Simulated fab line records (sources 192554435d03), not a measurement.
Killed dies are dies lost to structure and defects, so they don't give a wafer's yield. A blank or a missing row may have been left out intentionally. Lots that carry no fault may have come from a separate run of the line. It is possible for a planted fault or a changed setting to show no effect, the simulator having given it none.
Which tool was responsible? -- flow n5Finfet -- Sampling: 11 lots, 28 wafers, 5 of 1938 route steps

## WHAT EACH GAUGE READ, for each wafer
N5_GATE_CUT_CD_MEAS_13: target cd 20 nm. Usual: 20.1 nm for cdNm, sd 0.37.
lot,measured,on,cdNm (nm),flag
L537,day 5 05:13,cdSem-02,20.0 19.8,
L538,day 5 15:04,cdSem-01,20.5 19.6 19.9,
L542,day 6 14:28,cdSem-03,20.5 20.8 20.3,
L544,day 7 06:37,cdSem-02,19.5 19.7 19.5,
L545,day 7 14:07,cdSem-03,19.5 20.1,
L549,day 8 06:29,cdSem-01,20.1 20.4 20.4,
L550,day 8 13:29,cdSem-02,20.6 20.0,
L552,day 8 23:10,cdSem-03,20.8 20.5,
L553,day 9 05:45,cdSem-01,20.7 20.8,
L554,day 9 14:15,cdSem-03,20.1 20.5 20.4,
L557,day 10 10:00,cdSem-01,19.5 19.8 19.4,

N5_BEOL_M4_RC_MEAS_101. Usual: DIBL_N 37.7 mV/V, standard deviation 2; DIBL_P 37.7 mV/V, standard deviation 2.3; IOFF_N 0.18 nA/um, standard deviation 0.039; IOFF_P 0.23 nA/um, standard deviation 0.042; ION_N 681 uA/um, standard deviation 12; ION_P 463 uA/um, standard deviation 8; SS_N 71.9 mV/dec, standard deviation 0.68; SS_P 73.6 mV/dec, standard deviation 0.71; VT_N 248 mV, standard deviation 3.2; VT_P -249 mV, standard deviation 3.1.
lot,measured,on,DIBL_N (mV/V),DIBL_P (mV/V),IOFF_N (nA/um),IOFF_P (nA/um),ION_N (uA/um),ION_P (uA/um),SS_N (mV/dec),SS_P (mV/dec),VT_N (mV),VT_P (mV),flag
L537,day 12 12:42,prober-02,38.0 37.4,37.0 37.3,0.19 0.16,0.20 0.21,692 681,462 459,71.4 71.2,73.3 73.3,247 249,-252 -252,
L538,day 12 14:16,prober-01,36.2 37.5 41.2,35.5 38.0 40.8,0.13 0.16 0.24,0.16 0.20 0.24,658 679 677,441 457 452,72.6 72.2 72.4,73.6 72.6 74.0,254 251 245,-256 -254 -250,
L542,day 13 18:59,prober-02,38.7 36.7 37.4,39.1 36.1 39.1,0.19 0.15 0.18,0.25 0.18 0.25,679 680 695,459 458 471,72.9 72.5 72.8,74.1 73.9 74.3,248 250 251,-251 -256 -250,
L544,day 14 11:06,prober-02,34.1 36.3 34.2,34.6 37.9 35.2,0.14 0.19 0.16,0.18 0.24 0.19,668 697 689,453 472 470,70.5 72.3 71.6,72.2 73.2 73.5,250 247 247,-252 -248 -249,
L545,day 14 05:29,prober-01,39.9 41.5,40.9 41.8,0.22 0.27,0.27 0.30,709 715,470 484,72.0 72.1,74.2 74.2,244 242,-249 -245,
L549,day 15 08:53,prober-01,40.9 37.4 37.9,40.7 36.3 36.6,0.22 0.16 0.16,0.30 0.22 0.22,692 676 679,477 468 471,72.4 71.1 71.7,74.6 73.8 73.2,244 248 250,-242 -250 -249,
L550,day 15 22:14,prober-02,37.4 36.1,38.8 37.4,0.16 0.15,0.23 0.20,663 674,454 456,71.4 71.9,74.0 73.9,254 252,-251 -252,
L552,day 16 00:40,prober-01,37.0 39.6,35.4 38.5,0.16 0.20,0.20 0.24,677 681,462 463,71.2 72.0,73.1 74.4,248 246,-249 -251,
L553,day 16 18:19,prober-01,36.4 33.5,36.9 32.8,0.15 0.11,0.21 0.16,679 674,468 461,70.9 70.6,73.4 72.8,252 254,-251 -255,
L554,day 17 01:41,prober-01,38.0 33.6 35.8,40.6 34.2 36.5,0.18 0.11 0.15,0.23 0.14 0.17,686 645 675,471 444 454,72.0 71.2 71.7,73.7 71.8 73.3,247 256 251,-252 -253 -256,
L557,day 17 18:26,prober-02,36.5 33.3 36.9,36.5 31.9 37.3,0.16 0.12 0.19,0.26 0.17 0.26,662 680 686,460 463 475,71.5 70.8 72.2,73.6 73.0 74.0,250 248 248,-245 -251 -246,

## WHAT TOOL EACH LOT RAN ON (gives the tool, then ch and the chambers of the sampled wafers, and finally the start)
lot,N5_GATE_CUT_VAPOR_ETCH_60,N5_GATE_CUT_SAC_CAP_01,N5_GATE_CUT_ETCH_36
L537,"rieMetal-02 ch 0, day 4 23:21","aldSin-04 ch 0,2, day 5 02:17","rieDiel-03 ch 1,3, day 5 05:28"
L538,"rieMetal-02 ch 0,1, day 5 11:44","aldSin-03 ch 0,1,3, day 5 12:06","rieDiel-06 ch 0,1,3, day 5 15:14"
L542,"rieMetal-03 ch 0,1, day 6 10:41","aldSin-04 ch 1,2,3, day 6 11:30","rieDiel-06 ch 0,2,3, day 6 14:38"
L544,"rieMetal-02 ch 1, day 7 03:14","aldSin-03 ch 1,3, day 7 03:39","rieDiel-03 ch 0,1,2, day 7 06:48"
L545,"rieMetal-03 ch 0,1, day 7 10:38","aldSin-04 ch 2, day 7 10:59","rieDiel-03 ch 0,3, day 7 14:29"
L549,"rieMetal-01 ch 0,1, day 8 03:11","aldSin-03 ch 0,1, day 8 03:34","rieDiel-02 ch 0,2, day 8 06:43"
L550,"rieMetal-01 ch 0,1, day 8 08:51","aldSin-02 ch 1,3, day 8 10:26","rieDiel-03 ch 1,2, day 8 13:40"
L552,"rieMetal-01 ch 0,1, day 8 19:49","aldSin-02 ch 0,1, day 8 21:16","rieDiel-03 ch 1,2, day 8 23:21"
L553,"rieMetal-01 ch 1, day 9 02:25","aldSin-04 ch 0,3, day 9 02:47","rieDiel-03 ch 1,2, day 9 06:04"
L554,"rieMetal-03 ch 0,1, day 9 10:38","aldSin-04 ch 0,2,3, day 9 11:02","rieDiel-02 ch 0,1,2, day 9 15:11"
L557,"rieMetal-02 ch 0,1, day 10 06:36","aldSin-04 ch 1,2, day 10 07:04","rieDiel-06 ch 1,3, day 10 10:11"
- N5_GATE_CUT_VAPOR_ETCH_60: etches HfO2 in BCl3/Cl2.
- N5_GATE_CUT_SAC_CAP_01: material SiNx, target thk 24 nm, pulse time 1 s, ald cycles 480.
- N5_GATE_CUT_ETCH_36: etches SiARC in CF4, target depth 13 nm, time 21.7 s.

## AS READ BY THE TOOLS THEMSELVES (means over the sampled wafers that have a number; for cases with no such wafer, the mark the record gives instead)
N5_GATE_CUT_VAPOR_ETCH_60. Usual: drypumpMotorCurrentA 6.0 A, standard deviation 0.44; heBacksideLeakSccm 3.33 sccm, standard deviation 0.2; oesProductAu 0.75 a.u., standard deviation 0.067.
lot,tool,drypumpMotorCurrentA (A),heBacksideLeakSccm (sccm),oesProductAu (a.u.),flag
L537,rieMetal-02,5.4,3.44,0.81,
L538,rieMetal-02,5.4,3.32,0.74,
L542,rieMetal-03,6.0,3.41,0.76,
L544,rieMetal-02,5.4,3.18,0.69,
L545,rieMetal-03,6.2,3.21,0.72,
L549,rieMetal-01,6.3,3.31,0.76,
L550,rieMetal-01,6.3,3.35,0.77,
L552,rieMetal-01,6.3,3.31,0.77,
L553,rieMetal-01,6.3,3.39,0.72,
L554,rieMetal-03,6.0,3.34,0.74,
L557,rieMetal-02,5.4,3.34,0.72,

N5_GATE_CUT_SAC_CAP_01. Usual: heaterPowerW 838 W, standard deviation 58; precursorPulseHeightRel 1.001, standard deviation 0.019.
lot,tool,heaterPowerW (W),precursorPulseHeightRel,flag
L537,aldSin-04,851,0.987,
L538,aldSin-03,830,0.990,
L542,aldSin-04,862,0.995,
L544,aldSin-03,857,0.984,
L545,aldSin-04,936,1.015,
L549,aldSin-03,789,0.996,
L550,aldSin-02,814,1.008,
L552,aldSin-02,888,0.999,
L553,aldSin-04,796,1.009,
L554,aldSin-04,835,1.014,
L557,aldSin-04,892,0.988,

N5_GATE_CUT_ETCH_36. Usual: drypumpMotorCurrentA 5.7 A, standard deviation 0.39; etchRfOnTimeS 21.7 s, standard deviation 0.57; oesProductAu 0.65 a.u., standard deviation 0.058; rfVppV 184.0 V, standard deviation 1.2; showerheadPlenumPTorr 2.14 Torr, standard deviation 0.075; throttleValvePct 15.7 %, standard deviation 0.33.
lot,tool,drypumpMotorCurrentA (A),etchRfOnTimeS (s),oesProductAu (a.u.),rfVppV (V),showerheadPlenumPTorr (Torr),throttleValvePct (%),flag
L537,rieDiel-03,6.2,21.8,0.66,185.7,2.19,15.6,
L538,rieDiel-06,5.6,21.9,0.62,183.6,2.09,16.0,
L542,rieDiel-06,5.6,21.9,0.60,183.0,2.13,15.7,
L544,rieDiel-03,5.7,21.2,0.61,184.1,2.12,15.6,
L545,rieDiel-03,5.8,21.8,0.61,182.9,2.15,15.8,
L549,rieDiel-02,5.8,22.4,0.63,182.7,2.07,15.9,
L550,rieDiel-03,6.0,17.6,0.72,183.2,2.12,15.4,OFF
L552,rieDiel-03,6.0,14.3,0.79,184.0,2.11,15.4,OFF
L553,rieDiel-03,6.0,17.8,0.70,185.2,2.11,15.4,OFF
L554,rieDiel-02,5.5,21.9,0.64,182.5,2.10,15.9,
L557,rieDiel-06,5.4,21.6,0.77,185.0,2.22,15.9,

## THE ANSWER, worked out from the rows above alone
Rule: lot off if the mean of its wafers having a number is beyond 3 standard deviations from the usual mean. Also off: a lot with no number at a reading for which 4 or more lots have one. Where the step has rows for the other lots, those lots are counted as sound. The gauges are gone through in route order, then the tools' own readings, and for those a lot's mean is taken as printed above. At the first step where some lot is off, the reading lying furthest off is the one used; lots without a number count as furthest.
Off, at N5_GATE_CUT_ETCH_36 on etchRfOnTimeS: L550, L552, L553.
A tool fits if, at that step or a process step before it, it ran every lot that is off, and no sound lot after the first of them. 2 tools fit, rieMetal-01 at N5_GATE_CUT_VAPOR_ETCH_60 and rieDiel-03 at N5_GATE_CUT_ETCH_36, so this cannot tell which one it is.

## WHAT THE SIMULATOR HAD INSERTED
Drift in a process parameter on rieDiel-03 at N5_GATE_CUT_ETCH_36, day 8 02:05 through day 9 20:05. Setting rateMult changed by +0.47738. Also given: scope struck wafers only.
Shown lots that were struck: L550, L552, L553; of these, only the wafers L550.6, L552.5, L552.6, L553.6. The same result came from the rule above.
